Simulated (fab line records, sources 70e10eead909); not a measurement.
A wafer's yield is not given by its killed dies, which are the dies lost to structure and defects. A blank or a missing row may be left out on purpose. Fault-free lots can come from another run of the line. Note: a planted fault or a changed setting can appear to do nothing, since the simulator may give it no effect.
Chamber matching	flow nand-harc	NHARC_A_CONTACT_DEP_29 on pecvd-04: 3 sister chambers
The step deposits SiON, target thk 100 nm. 6 wafers are shown with their chamber, then 9 later ones without.

## WAFERS WITH THEIR CHAMBER
wafer	chamber	heater-power-w (W)	rf-fwd-power-W (W)
L081.6	2	626	348.0
L083.1	0	628	348.3
L083.2	2	572	346.8
L086.1	1	961	347.8
L086.5	0	640	348.8
L086.6	1	983	347.6

## WAFERS WITHOUT THEIR CHAMBER
wafer	heater-power-w (W)	rf-fwd-power-W (W)
L092.1	641	348.6
L092.2	928	349.0
L092.3	632	348.5
L095.2	995	348.3
L095.4	986	347.3
L095.6	659	348.4
L097.4	935	348.7
L097.5	581	347.9
L097.6	595	348.8

## WHICH CHAMBER EACH ONE RAN IN
wafer	from the rows above	in truth
L092.1	0	0
L092.2	1	1
L092.3	0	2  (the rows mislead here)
L095.2	1	1
L095.4	1	1
L095.6	0	0
L097.4	1	1
L097.5	can't be placed: 2 or 0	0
L097.6	can't be placed: 0 or 2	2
Placed correctly: 6 of 9. These rows do not allow placing 2 (true chamber among the candidates in 2). Number placed wrongly: 1.
How it was worked out, from the rows above alone: a wafer's distance from a chamber is the root of the sum, over the readings, of the square of ((its reading less the chamber's mean) divided by the reading's scatter). If the next closest chamber is less than 2 further off than the closest, the wafer can't be placed; otherwise it belongs to the closest. The mean given for a chamber averages the wafers shown for that chamber. How the scatter is found: for the shown wafers, subtract from each reading the mean of its chamber, square and add these, divide the total by (wafers less chambers), then take the root.
